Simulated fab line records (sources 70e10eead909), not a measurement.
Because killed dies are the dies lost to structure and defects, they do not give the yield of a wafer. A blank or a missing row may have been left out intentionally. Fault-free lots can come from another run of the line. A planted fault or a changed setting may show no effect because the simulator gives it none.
Which tool was responsible? -- flow nand harc -- 36 wafers from 12 lots sampled at 5 of the route's 1302 steps

WHAT THE GAUGES SHOWED, per wafer
NHARC_END_SORT_01. Usual: killed at array 52, standard deviation 19; killed at other 1.0, standard deviation 1.2; killed at periphery 4.1, standard deviation 2.8; killed dies 57, standard deviation 19; killed open 3.1, standard deviation 1.7; killed short 2.5, standard deviation 1.5.
lot,measured,on,killed at array,killed at other,killed at periphery,killed dies,killed open,killed short,flag
L890,day 28 18:43,prober-01,672 671 675,0 0 1,5 6 1,677 677 677,4 3 3,4 4 2,OFF
L891,day 28 14:52,prober-02,670 666 674,4 2 2,3 9 1,677 677 677,2 5 6,2 4 0,OFF
L892,day 29 02:55,prober-02,668 671 668,1 2 0,8 4 9,677 677 677,1 2 1,1 1 1,OFF

TOOL THAT RAN EACH LOT (tool first, then ch and the chambers of the sampled wafers, then the start)
lot,NHARC_P_BONDPAD_DESCUM_11,NHARC_P_BONDPAD_STRIP_15,NHARC_A_ZERO_WELL_ETCH_13,NHARC_A_ONON_D1_DEP_00
L881,"rie diel-02 ch 2,3, day 6 13:26","rie diel-10 ch 0,2,3, day 6 13:51","rie si-02 ch 1,2,3, day 6 17:35","pecvd onon-03 ch 0, day 7 16:23"
L883,"rie diel-02 ch 0,1, day 7 09:30","rie diel-02 ch 2,3, day 7 09:53","rie si-05 ch 1,2,3, day 7 13:42","pecvd onon-03 ch 0, day 8 11:16"
L884,"rie diel-02 ch 1,2,3, day 8 01:48","rie diel-10 ch 1,2, day 8 02:11","rie si-05 ch 1,2,3, day 8 06:02","pecvd onon-03 ch 0, day 9 04:41"
L887,"rie diel-10 ch 1,2,3, day 9 09:10","rie diel-02 ch 1,2, day 9 09:34","rie si-02 ch 0,1,2, day 9 13:34","pecvd onon-03 ch 0, day 10 10:08"
L890,"rie diel-10 ch 1,2,3, day 10 16:01","rie diel-01 ch 1,2,3, day 10 16:24","rie si-03 ch 0,3, day 10 20:19","pecvd onon-03, day 11 20:43"
L891,"rie diel-01 ch 2,3, day 10 19:17","rie diel-02 ch 0,1,3, day 10 19:41","rie si-03 ch 1,3, day 10 23:33","pecvd onon-01, day 11 20:47"
L892,"rie diel-02 ch 1,2,3, day 11 04:23","rie diel-01 ch 0,1,3, day 11 04:47","rie si-05 ch 0,1,2, day 11 08:35","pecvd onon-03, day 12 06:10"
L900,"rie diel-10 ch 2,3, day 14 11:24","rie diel-02 ch 1,3, day 14 11:50","rie si-05 ch 2,3, day 14 15:40","pecvd onon-03 ch 0, day 15 13:11"
L899,"rie diel-01 ch 0,1, day 14 11:41","rie diel-10 ch 0,2, day 14 12:06","rie si-02 ch 2,3, day 14 16:00","pecvd onon-02 ch 0, day 15 13:15"
L902,"rie diel-10 ch 0,1,3, day 15 15:28","rie diel-01 ch 1,3, day 15 15:51","rie si-02 ch 0,1,3, day 15 19:43","pecvd onon-03 ch 0, day 16 17:18"
L903,"rie diel-10 ch 0,2,3, day 15 19:55","rie diel-02 ch 1,2,3, day 15 20:19","rie si-02 ch 2,3, day 16 00:11","pecvd onon-01 ch 0, day 16 21:39"
L904,"rie diel-02 ch 1,2,3, day 15 21:07","rie diel-01 ch 1,2, day 15 21:31","rie si-05 ch 0,1,3, day 16 01:23","pecvd onon-03 ch 0, day 16 21:49"
- NHARC_P_BONDPAD_DESCUM_11: chemistry O2, time 3 s.
- NHARC_P_BONDPAD_STRIP_15: strips in O2.
- NHARC_A_ZERO_WELL_ETCH_13: etches the open film in HBr/Cl2, target depth 120 nm, time 40.1 s.
- NHARC_A_ONON_D1_DEP_00: target thk 1000 nm.

WHAT THE TOOLS THEMSELVES READ (means of the sampled wafers that have a number; where no wafer has one, the mark that the record gives instead)
NHARC_P_BONDPAD_DESCUM_11. Usual: drypump motor current A 5.6 A, standard deviation 0.55; oes product au 1.005 a.u., standard deviation 0.012; rf vpp V 57.8 V, standard deviation 0.95; showerhead plenum p Torr 1.93 Torr, standard deviation 0.078; throttle valve pct 11.311 %, standard deviation 0.009.
lot,tool,drypump motor current A (A),oes product au (a.u.),rf vpp V (V),showerhead plenum p Torr (Torr),throttle valve pct (%),flag
L881,rie diel-02,5.8,1.011,57.4,1.81,11.315,
L883,rie diel-02,5.7,0.984,58.7,1.87,11.314,
L884,rie diel-02,6.0,0.992,57.2,1.88,11.313,
L887,rie diel-10,5.6,1.012,58.5,1.97,11.314,
L890,rie diel-10,5.6,1.003,58.1,1.97,11.316,
L891,rie diel-01,5.9,1.012,58.2,1.84,11.312,
L892,rie diel-02,5.9,0.999,57.4,1.87,11.302,
L900,rie diel-10,5.7,1.006,57.5,1.95,11.307,
L899,rie diel-01,5.5,1.010,58.5,2.04,11.311,
L902,rie diel-10,5.2,1.009,58.6,1.97,11.320,
L903,rie diel-10,5.3,1.012,58.3,1.94,11.300,
L904,rie diel-02,5.9,1.007,57.1,1.87,11.319,

NHARC_P_BONDPAD_STRIP_15. Usual: drypump motor current A 5.7 A, standard deviation 0.57; oes product au 1.004 a.u., standard deviation 0.016; rf vpp V 57.6 V, standard deviation 0.95; showerhead plenum p Torr 3.52 Torr, standard deviation 0.16; throttle valve pct 17.035 %, standard deviation 0.0091.
lot,tool,drypump motor current A (A),oes product au (a.u.),rf vpp V (V),showerhead plenum p Torr (Torr),throttle valve pct (%),flag
L881,rie diel-10,5.3,1.007,56.5,3.58,17.036,
L883,rie diel-02,5.4,1.011,58.3,3.41,17.039,
L884,rie diel-10,6.0,1.010,57.5,3.59,17.029,
L887,rie diel-02,5.5,0.998,58.7,3.52,17.031,
L890,rie diel-01,5.7,1.016,58.7,3.51,17.036,
L891,rie diel-02,6.0,0.986,57.1,3.43,17.041,
L892,rie diel-01,5.8,1.021,58.3,3.60,17.033,
L900,rie diel-02,6.6,0.999,58.0,3.52,17.038,
L899,rie diel-10,5.7,1.010,57.9,3.53,17.033,
L902,rie diel-01,5.7,1.019,56.4,3.48,17.040,
L903,rie diel-02,5.9,1.006,57.7,3.46,17.031,
L904,rie diel-01,5.5,1.013,57.4,3.66,17.031,

NHARC_A_ZERO_WELL_ETCH_13. Usual: drypump motor current A 6.0 A, standard deviation 0.32; hbr flow sccm 150.0 sccm, standard deviation 0.47; oes product au 1.001 a.u., standard deviation 0.015; rf fwd power W 395.6 W, standard deviation 2.2; throttle valve pct 26.406 %, standard deviation 0.0099.
lot,tool,drypump motor current A (A),hbr flow sccm (sccm),oes product au (a.u.),rf fwd power W (W),throttle valve pct (%),flag
L881,rie si-02,5.9,150.0,0.998,393.0,26.420,
L883,rie si-05,6.3,150.0,0.999,397.1,26.413,
L884,rie si-05,6.3,150.2,1.008,398.1,26.402,
L887,rie si-02,5.8,150.2,1.003,393.9,26.401,
L890,rie si-03,5.4,150.1,0.998,397.0,26.400,
L891,rie si-03,5.5,150.0,0.988,395.3,26.410,
L892,rie si-05,6.3,150.4,0.988,395.7,26.407,
L900,rie si-05,6.2,149.8,1.010,397.7,26.401,
L899,rie si-02,6.0,150.0,1.011,395.2,26.398,
L902,rie si-02,5.9,149.5,0.999,393.6,26.401,
L903,rie si-02,6.1,149.9,1.010,394.5,26.404,
L904,rie si-05,6.2,149.9,1.005,397.4,26.402,

NHARC_A_ONON_D1_DEP_00. Usual: n2 flow sccm 2750 sccm, standard deviation 8.4; n2o flow sccm 2000 sccm, standard deviation 5.
lot,tool,n2 flow sccm (sccm),n2o flow sccm (sccm),flag
L881,pecvd onon-03,2755,2000,
L883,pecvd onon-03,2748,1996,
L884,pecvd onon-03,2753,1997,
L887,pecvd onon-03,2765,1996,
L890,pecvd onon-03,-,-,OFF
L891,pecvd onon-01,-,-,OFF
L892,pecvd onon-03,-,-,OFF
L900,pecvd onon-03,2751,2004,
L899,pecvd onon-02,2753,1994,
L902,pecvd onon-03,2755,2001,
L903,pecvd onon-01,2749,2003,
L904,pecvd onon-03,2737,1997,

THE ANSWER, worked out from the rows above alone
Rule: a lot is off if the mean of its wafers that have a number lies more than 3 standard deviations from the usual mean. Also off: a lot with no number at a reading for which 4 or more lots have one. All remaining lots with rows at the step are treated as sound. The gauges are gone through in route order, then the tools' own readings, and for those a lot's mean is taken as printed above. At the first step where some lot is off, the reading lying furthest off is the one used; lots without a number count as furthest.
Off, at NHARC_END_SORT_01 on killed at array: L890, L891, L892. Neither off nor sound, because the step has no rows for them: L881, L883, L884, L887, L900, L899, L902, L903, L904.
A tool fits if, at a process step before that reading, it ran every lot that is off, and no sound lot after the first of them. The gauges at NHARC_END_SORT_01 aren't tried: what is off there is off at NHARC_A_ONON_D1_DEP_00 too, on other tools, and a gauge's error can't cause that. No candidate that was tried fits.

WHAT THE SIMULATOR PUT IN
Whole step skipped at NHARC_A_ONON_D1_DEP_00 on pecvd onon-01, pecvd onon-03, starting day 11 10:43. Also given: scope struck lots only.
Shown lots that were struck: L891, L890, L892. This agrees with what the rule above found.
